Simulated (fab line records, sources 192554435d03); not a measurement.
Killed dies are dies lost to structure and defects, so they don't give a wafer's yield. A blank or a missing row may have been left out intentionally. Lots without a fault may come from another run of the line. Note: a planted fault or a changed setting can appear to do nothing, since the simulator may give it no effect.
Comparing a struck lot with a sound one || flow n5_finfet || 15 out of 1938 route steps
Sound: the wafers L308.2, L308.3, L308.5. Wafers L318.1, L318.2, L318.3 were the ones struck. Last of all comes the cause.
Each step with rows lists, per side, the tool, then ch with its chambers, then its first start. Under that, the readings that differ: sound wafers || struck wafers || difference of the means || sigmas: that difference in standard deviations of wafers without a fault.
alike: same words and numbers on both sides, and readings whose means sit less than 2 such deviations apart. not compared: any withheld reading, any reading some wafer has no value for, any bound like >300 that may hide the same value, and any number with overlapping values for which the record gives no deviation.
A row with sigmas, a row that says differs or no value, or rows on one side alone: a step with any of these is where the two part. Numbers that don't overlap but have no deviation are shown without sigmas and don't part them. A reading that every wafer of one side lacks parts them only if that side has two wafers or more.

first, 4 steps without rows for these wafers: N5_BEOL_M4_SOFTBAKE_23 (time 60 s); N5_BEOL_M4_EXPOSE_25 (exposes mask V3, defocus 5 nm); N5_BEOL_M4_PEB_26 (peb time 60 s); N5_BEOL_M4_DEVELOP_27 (develop time 30 s).
N5_BEOL_M4_CD_MEAS_28: target cd 26.2 nm, target cd y 24.1 nm.
  sound on cd_sem-02 ch 0, day 9 05:54; struck on cd_sem-03 ch 0, day 11 20:01
  alike: cd_nm
N5_BEOL_M4_OVL_MEAS_29:
  sound on overlay-01 ch 0, day 9 05:56; struck on overlay-01 ch 0, day 11 20:03
  alike: V3_OVL
N5_BEOL_M4_INSPECT_30: inspects for defects (brightfield).
  sound on defect_inspect-01 at day 9 05:59; struck on defect_inspect-02 at day 11 20:07
  alike: raw_defect_count
N5_BEOL_M4_DESCUM_33: chemistry O2, time 7 s.
  sound on rie_diel-04 ch 1,2,3, day 9 07:44; struck on rie_diel-04 ch 0,1,3, day 11 20:08
  alike: drypump_motor_current_A, oes_product_au, rf_vpp_V, showerhead_plenum_p_Torr, throttle_valve_pct
  not compared: rf_hours_counter_h
N5_BEOL_M4_ETCH_77: etches underlayer in N2/H2, target depth 6.5 nm, time 5.2 s.
  sound on rie_diel-04 ch 1,2,3, day 9 07:46; struck on rie_diel-04 ch 0,1,3, day 11 20:11
  alike: drypump_motor_current_A, etch_rf_on_time_s, h2_flow_sccm, oes_product_au, rf_vpp_V, showerhead_plenum_p_Torr, throttle_valve_pct
  not compared: rf_hours_counter_h
N5_BEOL_M4_ETCH_69: etches SiARC in CF4, target depth 15.6 nm, time 26 s.
  sound on rie_diel-04 ch 1,2,3, day 9 07:47; struck on rie_diel-04 ch 0,1,3, day 11 20:11
  alike: drypump_motor_current_A, etch_rf_on_time_s, oes_product_au, rf_vpp_V, showerhead_plenum_p_Torr, throttle_valve_pct
  not compared: rf_hours_counter_h
N5_BEOL_M4_ALD_98: deposits SiO2, target thk 2.5 nm, pulse time 1 s, co reactant pulse time 1 s.
  sound on ald_sin-01 ch 0,1,3, day 9 07:52; struck on ald_sin-02 ch 1,2,3, day 11 20:17
  alike: heater_power_w, precursor_pulse_height_rel
N5_BEOL_M4_ETCHBACK_99: etches SiO2 in CHF3, target depth 5 nm, time 10.4 s.
  sound on rie_diel-06 ch 0,1,3, day 9 09:08; struck on rie_diel-06 ch 0,1,2, day 11 23:26
  alike: drypump_motor_current_A, oes_ar_750_au, oes_product_au, rf_vpp_V, showerhead_plenum_p_Torr, throttle_valve_pct
  not compared: rf_hours_counter_h
N5_BEOL_M4_ETCH_70: etches SOC in N2/H2, target depth 80 nm, overetch 24 nm, time 130 s.
  sound on rie_diel-06 ch 0,1,3, day 9 09:11; struck on rie_diel-06 ch 0,1,2, day 11 23:28
{"reading": "h2_flow_sccm (sccm)", "sound": "201.0 199.3 200.6", "struck": "220.4 220.1 220.4", "difference": "+20.0", "sigmas": "+36"}
  alike: drypump_motor_current_A, oes_product_au, rf_vpp_V, showerhead_plenum_p_Torr, throttle_valve_pct
  not compared: rf_hours_counter_h
then, 1 step without rows for these wafers: N5_BEOL_M4_STRIP_71 (strips in N2/H2).
N5_BEOL_M4_RC_MEAS_101:
  sound on prober-01 ch 0, day 9 13:55; struck on prober-02 ch 0, day 12 04:20
  alike: DIBL_N, DIBL_P, IOFF_N, IOFF_P, ION_N, ION_P, SS_N, SS_P, VT_N, VT_P

## WHERE THEY PART
N5_BEOL_M4_ETCH_70 only, going by this record. Later steps at which nothing parts them and some readings are alike: N5_BEOL_M4_RC_MEAS_101.

WHY: what had been put in by the simulator
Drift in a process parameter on rie_diel-06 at N5_BEOL_M4_ETCH_70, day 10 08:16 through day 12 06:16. From 200, the setting h2_flow_sccm moved by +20. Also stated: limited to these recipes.
